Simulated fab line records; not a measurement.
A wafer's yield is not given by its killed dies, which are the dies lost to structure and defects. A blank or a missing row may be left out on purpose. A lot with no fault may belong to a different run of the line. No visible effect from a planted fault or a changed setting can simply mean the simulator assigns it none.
Matching of chambers	flow nand harc	NHARC_P_ZERO_WELL_ETCH_65 on rie diel-11 has 3 sister chambers
The step etches the open film in N2/H2, target depth 80 nm, overetch 24 nm, time 87.88 s. 14 wafers are shown with their chamber, then 4 later ones without.

== WAFERS, EACH WITH ITS CHAMBER ==
wafer	chamber	drypump motor current A (A)	showerhead plenum p Torr (Torr)	rf vpp V (V)
L983.1	3	5.0	2.05	431.0
L983.3	0	6.4	2.14	433.9
L983.5	3	5.0	2.05	430.0
L986.2	0	6.3	2.14	433.1
L986.4	1	6.2	2.16	433.5
L986.6	1	6.2	2.16	432.9
L991.1	3	5.0	2.05	429.5
L991.2	0	6.3	2.14	431.7
L991.3	1	6.2	2.16	433.8
L994.2	3	5.0	2.04	429.9
L994.5	1	6.2	2.15	434.6
L994.6	0	6.3	2.13	432.8
L996.1	3	5.0	2.04	431.9
L996.4	0	6.3	2.13	433.5

SIGNATURES (averages over the wafers above)
reading	chamber 0	chamber 1	chamber 3	scatter within a chamber
drypump motor current A	6.320	6.200	5.000	0.027
showerhead plenum p Torr	2.1360	2.1575	2.0460	0.00535
rf vpp V	433.000	433.700	430.460	0.859
Rule: for each reading, subtract the chamber's mean from the wafer's reading, divide by that reading's scatter and square the result; add these up over the readings and take the root, which gives the wafer's distance from the chamber. If the next closest chamber is less than 2 further off than the closest, the wafer can't be placed; otherwise it belongs to the closest. The scatter is the square root of a quotient: the sum, over the shown wafers, of each reading's squared deviation from its chamber's mean, divided by wafers minus chambers.

== WAFERS WITHOUT THEIR CHAMBER ==
wafer	drypump motor current A (A)	showerhead plenum p Torr (Torr)	rf vpp V (V)
L999.1	6.2	2.15	433.9
L101.3	6.3	2.12	433.3
L101.4	6.2	2.15	433.0
L101.6	6.3	2.13	432.6

== WHICH CHAMBER EACH WENT THROUGH ==
wafer	from the rows above	in truth
L999.1	1	1
L101.3	0	0
L101.4	1	1
L101.6	0	0
Correct placement for 4 of the 4. Can't be placed from these rows: 0. Wrongly placed: 0.
